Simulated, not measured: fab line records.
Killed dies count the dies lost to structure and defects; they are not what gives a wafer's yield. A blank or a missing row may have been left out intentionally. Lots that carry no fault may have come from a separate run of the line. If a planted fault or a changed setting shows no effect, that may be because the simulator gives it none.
The tool behind it: which one? :: flow n5_finfet :: 33 wafers from 11 lots sampled at 4 of the route's 1938 steps

== WHAT THE GAUGES SHOWED, per wafer ==
The record holds no reading of a measuring or inspecting step that can be judged against a usual standard deviation.

== WHICH TOOL RAN EACH LOT (tool, then ch and the chambers of the sampled wafers, then the start) ==
lot: L345
N5_BEOL_M15_STRIP_64: rie_diel-02 ch 0,3, day 12 15:13 or earlier
N5_BEOL_M15_SPUTTER_43: pvd_sputter-02, day 12 15:13
N5_BEOL_M15_SPUTTER_44: pvd_sputter-02, day 12 15:17
N5_BEOL_M15_DEP_53: pecvd-01 ch 0,1, day 12 16:23

lot: L346
N5_BEOL_M15_STRIP_64: rie_diel-04 ch 0,1,3, day 12 16:02 or earlier
N5_BEOL_M15_SPUTTER_43: pvd_sputter-02, day 12 16:02
N5_BEOL_M15_SPUTTER_44: pvd_sputter-02, day 12 16:07
N5_BEOL_M15_DEP_53: pecvd-01 ch 0,1, day 12 17:29

lot: L348
N5_BEOL_M15_STRIP_64: rie_diel-02 ch 0,1,3, day 13 00:11 or earlier
N5_BEOL_M15_SPUTTER_43: pvd_sputter-02, day 13 00:11
N5_BEOL_M15_SPUTTER_44: pvd_sputter-02, day 13 00:16
N5_BEOL_M15_DEP_53: pecvd-03 ch 0,1,2, day 13 01:22

lot: L350
N5_BEOL_M15_STRIP_64: rie_diel-03 ch 2,3, day 13 16:07 or earlier
N5_BEOL_M15_SPUTTER_43: pvd_sputter-03, day 13 16:07
N5_BEOL_M15_SPUTTER_44: pvd_sputter-03, day 13 16:11
N5_BEOL_M15_DEP_53: pecvd-02 ch 1,2, day 13 17:17

lot: L351
N5_BEOL_M15_STRIP_64: rie_diel-02 ch 0,1, day 13 21:16 or earlier
N5_BEOL_M15_SPUTTER_43: pvd_sputter-02, day 13 21:16
N5_BEOL_M15_SPUTTER_44: pvd_sputter-02, day 13 21:20
N5_BEOL_M15_DEP_53: pecvd-03 ch 0,1, day 13 22:26

lot: L360
N5_BEOL_M15_STRIP_64: rie_diel-04 ch 2,3, day 15 16:06 or earlier
N5_BEOL_M15_SPUTTER_43: pvd_sputter-01, day 15 16:06
N5_BEOL_M15_SPUTTER_44: pvd_sputter-01, day 15 16:11
N5_BEOL_M15_DEP_53: pecvd-03 ch 0,1,2, day 15 18:56

lot: L357
N5_BEOL_M15_STRIP_64: rie_diel-02 ch 0,3, day 15 16:43 or earlier
N5_BEOL_M15_SPUTTER_43: pvd_sputter-03, day 15 16:43
N5_BEOL_M15_SPUTTER_44: pvd_sputter-03, day 15 16:47
N5_BEOL_M15_DEP_53: pecvd-02 ch 0,2, day 15 19:11

lot: L359
N5_BEOL_M15_STRIP_64: rie_diel-04 ch 0,1,3, day 15 23:47 or earlier
N5_BEOL_M15_SPUTTER_43: pvd_sputter-01, day 15 23:47
N5_BEOL_M15_SPUTTER_44: pvd_sputter-01, day 15 23:52
N5_BEOL_M15_DEP_53: pecvd-02 ch 0,1,2, day 16 00:58

lot: L365
N5_BEOL_M15_STRIP_64: rie_diel-02 ch 0,1,2, day 17 17:10 or earlier
N5_BEOL_M15_SPUTTER_43: pvd_sputter-03, day 17 17:10
N5_BEOL_M15_SPUTTER_44: pvd_sputter-03, day 17 17:15
N5_BEOL_M15_DEP_53: pecvd-02 ch 0,1, day 17 18:43

lot: L363
N5_BEOL_M15_STRIP_64: rie_diel-03 ch 0,2, day 18 01:14 or earlier
N5_BEOL_M15_SPUTTER_43: pvd_sputter-01, day 18 01:14
N5_BEOL_M15_SPUTTER_44: pvd_sputter-01, day 18 01:19
N5_BEOL_M15_DEP_53: pecvd-02 ch 0,1,2, day 18 02:45

lot: L366
N5_BEOL_M15_STRIP_64: rie_diel-03 ch 0,2, day 18 07:17 or earlier
N5_BEOL_M15_SPUTTER_43: pvd_sputter-02, day 18 07:17
N5_BEOL_M15_SPUTTER_44: pvd_sputter-02, day 18 07:22
N5_BEOL_M15_DEP_53: pecvd-01 ch 0,1,2, day 18 08:28
- N5_BEOL_M15_STRIP_64: strips in O2.
- N5_BEOL_M15_SPUTTER_43: material TaN, target thk 15 nm, time 24.19 s.
- N5_BEOL_M15_SPUTTER_44: material Ta, target thk 15 nm, time 24.19 s.
- N5_BEOL_M15_DEP_53: deposits SiCN from 3MS/NH3, target thk 50 nm, time 17.8 s.

== WHAT THE TOOLS THEMSELVES READ (means of the sampled wafers that have a number; where no wafer has one, the mark that the record gives instead) ==
N5_BEOL_M15_STRIP_64. Usual: drypump_motor_current_A 5.8 A, standard deviation 0.52; oes_product_au 0.78 a.u., standard deviation 0.079; rf_vpp_V 3.7 V, standard deviation 0.5; showerhead_plenum_p_Torr 2.11 Torr, standard deviation 0.064; throttle_valve_pct 16.6 %, standard deviation 0.34.
lot: L345
tool: rie_diel-02
drypump_motor_current_A (A): 5.6
oes_product_au (a.u.): 0.75
rf_vpp_V (V): 3.9
showerhead_plenum_p_Torr (Torr): 2.11
throttle_valve_pct (%): 16.9
flag: 

lot: L346
tool: rie_diel-04
drypump_motor_current_A (A): 5.9
oes_product_au (a.u.): 0.79
rf_vpp_V (V): 3.9
showerhead_plenum_p_Torr (Torr): 2.13
throttle_valve_pct (%): 16.6
flag: 

lot: L348
tool: rie_diel-02
drypump_motor_current_A (A): 5.7
oes_product_au (a.u.): 0.79
rf_vpp_V (V): 3.6
showerhead_plenum_p_Torr (Torr): 2.12
throttle_valve_pct (%): 16.7
flag: 

lot: L350
tool: rie_diel-03
drypump_motor_current_A (A): 5.4
oes_product_au (a.u.): 0.80
rf_vpp_V (V): 4.2
showerhead_plenum_p_Torr (Torr): 2.18
throttle_valve_pct (%): 16.6
flag: 

lot: L351
tool: rie_diel-02
drypump_motor_current_A (A): 5.3
oes_product_au (a.u.): 0.76
rf_vpp_V (V): 4.0
showerhead_plenum_p_Torr (Torr): 2.08
throttle_valve_pct (%): 16.6
flag: 

lot: L360
tool: rie_diel-04
drypump_motor_current_A (A): 5.7
oes_product_au (a.u.): 0.76
rf_vpp_V (V): 3.8
showerhead_plenum_p_Torr (Torr): 2.17
throttle_valve_pct (%): 16.8
flag: 

lot: L357
tool: rie_diel-02
drypump_motor_current_A (A): 6.1
oes_product_au (a.u.): 0.88
rf_vpp_V (V): 3.1
showerhead_plenum_p_Torr (Torr): 2.15
throttle_valve_pct (%): 16.6
flag: 

lot: L359
tool: rie_diel-04
drypump_motor_current_A (A): 5.9
oes_product_au (a.u.): 0.76
rf_vpp_V (V): 3.3
showerhead_plenum_p_Torr (Torr): 2.12
throttle_valve_pct (%): 16.6
flag: 

lot: L365
tool: rie_diel-02
drypump_motor_current_A (A): 5.7
oes_product_au (a.u.): 0.83
rf_vpp_V (V): 3.8
showerhead_plenum_p_Torr (Torr): 2.08
throttle_valve_pct (%): 16.4
flag: 

lot: L363
tool: rie_diel-03
drypump_motor_current_A (A): 5.3
oes_product_au (a.u.): 0.73
rf_vpp_V (V): 3.9
showerhead_plenum_p_Torr (Torr): 2.09
throttle_valve_pct (%): 16.9
flag: 

lot: L366
tool: rie_diel-03
drypump_motor_current_A (A): 5.3
oes_product_au (a.u.): 0.73
rf_vpp_V (V): 3.0
showerhead_plenum_p_Torr (Torr): 2.09
throttle_valve_pct (%): 16.9
flag: 

N5_BEOL_M15_SPUTTER_43. Usual: bias_v 168.6 V, standard deviation 1.8; cathode_dc_power_W 15000 W, standard deviation 2.5; throttle_valve_pct 30.1 %, standard deviation 1.5.
lot: L345
tool: pvd_sputter-02
bias_v (V): 168.8
cathode_dc_power_W (W): 15000
throttle_valve_pct (%): 28.8
flag: 

lot: L346
tool: pvd_sputter-02
bias_v (V): 167.4
cathode_dc_power_W (W): 14999
throttle_valve_pct (%): 30.9
flag: 

lot: L348
tool: pvd_sputter-02
bias_v (V): 168.2
cathode_dc_power_W (W): 14999
throttle_valve_pct (%): 30.8
flag: 

lot: L350
tool: pvd_sputter-03
bias_v (V): 168.4
cathode_dc_power_W (W): 14997
throttle_valve_pct (%): 30.4
flag: 

lot: L351
tool: pvd_sputter-02
bias_v (V): 164.8
cathode_dc_power_W (W): 15002
throttle_valve_pct (%): 30.1
flag: 

lot: L360
tool: pvd_sputter-01
bias_v (V): 168.1
cathode_dc_power_W (W): 14999
throttle_valve_pct (%): 29.6
flag: 

lot: L357
tool: pvd_sputter-03
bias_v (V): 170.9
cathode_dc_power_W (W): 14998
throttle_valve_pct (%): 31.2
flag: 

lot: L359
tool: pvd_sputter-01
bias_v (V): 168.7
cathode_dc_power_W (W): 14999
throttle_valve_pct (%): 29.9
flag: 

lot: L365
tool: pvd_sputter-03
bias_v (V): 168.4
cathode_dc_power_W (W): 15000
throttle_valve_pct (%): 30.0
flag: 

lot: L363
tool: pvd_sputter-01
bias_v (V): 171.2
cathode_dc_power_W (W): 14999
throttle_valve_pct (%): 29.3
flag: 

lot: L366
tool: pvd_sputter-02
bias_v (V): 168.2
cathode_dc_power_W (W): 14999
throttle_valve_pct (%): 30.7
flag: 

N5_BEOL_M15_SPUTTER_44. Usual: bias_v 80.1 V, standard deviation 0.85; cathode_dc_power_W 15000 W, standard deviation 2.8; throttle_valve_pct 30.1 %, standard deviation 1.5.
lot: L345
tool: pvd_sputter-02
bias_v (V): 79.7
cathode_dc_power_W (W): 14999
throttle_valve_pct (%): 28.8
flag: 

lot: L346
tool: pvd_sputter-02
bias_v (V): 80.9
cathode_dc_power_W (W): 15001
throttle_valve_pct (%): 30.8
flag: 

lot: L348
tool: pvd_sputter-02
bias_v (V): 80.5
cathode_dc_power_W (W): 15000
throttle_valve_pct (%): 31.1
flag: 

lot: L350
tool: pvd_sputter-03
bias_v (V): 79.1
cathode_dc_power_W (W): 15002
throttle_valve_pct (%): 30.4
flag: 

lot: L351
tool: pvd_sputter-02
bias_v (V): 80.4
cathode_dc_power_W (W): 15294
throttle_valve_pct (%): 30.1
flag: OFF

lot: L360
tool: pvd_sputter-01
bias_v (V): 79.9
cathode_dc_power_W (W): 15000
throttle_valve_pct (%): 29.8
flag: 

lot: L357
tool: pvd_sputter-03
bias_v (V): 80.2
cathode_dc_power_W (W): 14997
throttle_valve_pct (%): 31.3
flag: 

lot: L359
tool: pvd_sputter-01
bias_v (V): 80.0
cathode_dc_power_W (W): 14997
throttle_valve_pct (%): 29.9
flag: 

lot: L365
tool: pvd_sputter-03
bias_v (V): 79.6
cathode_dc_power_W (W): 15001
throttle_valve_pct (%): 29.9
flag: 

lot: L363
tool: pvd_sputter-01
bias_v (V): 79.7
cathode_dc_power_W (W): 14999
throttle_valve_pct (%): 29.3
flag: 

lot: L366
tool: pvd_sputter-02
bias_v (V): 79.7
cathode_dc_power_W (W): 15003
throttle_valve_pct (%): 30.7
flag: 

N5_BEOL_M15_DEP_53. Usual: showerhead_plenum_p_Torr 4.163 Torr, standard deviation 0.021; throttle_valve_pct 18.0 %, standard deviation 0.66.
lot: L345
tool: pecvd-01
showerhead_plenum_p_Torr (Torr): 4.147
throttle_valve_pct (%): 18.5
flag: 

lot: L346
tool: pecvd-01
showerhead_plenum_p_Torr (Torr): 4.128
throttle_valve_pct (%): 18.1
flag: 

lot: L348
tool: pecvd-03
showerhead_plenum_p_Torr (Torr): 4.161
throttle_valve_pct (%): 17.9
flag: 

lot: L350
tool: pecvd-02
showerhead_plenum_p_Torr (Torr): 4.182
throttle_valve_pct (%): 18.1
flag: 

lot: L351
tool: pecvd-03
showerhead_plenum_p_Torr (Torr): 4.153
throttle_valve_pct (%): 18.7
flag: 

lot: L360
tool: pecvd-03
showerhead_plenum_p_Torr (Torr): 4.167
throttle_valve_pct (%): 18.1
flag: 

lot: L357
tool: pecvd-02
showerhead_plenum_p_Torr (Torr): 4.157
throttle_valve_pct (%): 17.7
flag: 

lot: L359
tool: pecvd-02
showerhead_plenum_p_Torr (Torr): 4.165
throttle_valve_pct (%): 18.2
flag: 

lot: L365
tool: pecvd-02
showerhead_plenum_p_Torr (Torr): 4.188
throttle_valve_pct (%): 18.2
flag: 

lot: L363
tool: pecvd-02
showerhead_plenum_p_Torr (Torr): 4.173
throttle_valve_pct (%): 18.0
flag: 

lot: L366
tool: pecvd-01
showerhead_plenum_p_Torr (Torr): 4.147
throttle_valve_pct (%): 18.1
flag: 

== THE ANSWER, worked out from the rows above alone ==
Rule: a lot counts as off when the mean over its wafers that have a number is more than 3 standard deviations away from the usual mean. Also off: a lot with no number at a reading for which 4 or more lots have one. The other lots that the step has rows for count as sound. Order of review: gauges by route order, followed by the tools' own readings, for which a lot's mean as printed above is used. At the first step where some lot is off, the reading lying furthest off is the one used; lots without a number count as furthest.
Off: L351 (N5_BEOL_M15_SPUTTER_44, cathode_dc_power_W).
A tool fits if, at that step or a process step before it, it ran every lot that is off, and no sound lot after the first of them. With no start given for some of its lots, N5_BEOL_M15_STRIP_64 uses the hours and lot order of N5_BEOL_M15_SPUTTER_43. Of those tried, none fits.

== WHAT THE SIMULATOR HAD INSERTED ==
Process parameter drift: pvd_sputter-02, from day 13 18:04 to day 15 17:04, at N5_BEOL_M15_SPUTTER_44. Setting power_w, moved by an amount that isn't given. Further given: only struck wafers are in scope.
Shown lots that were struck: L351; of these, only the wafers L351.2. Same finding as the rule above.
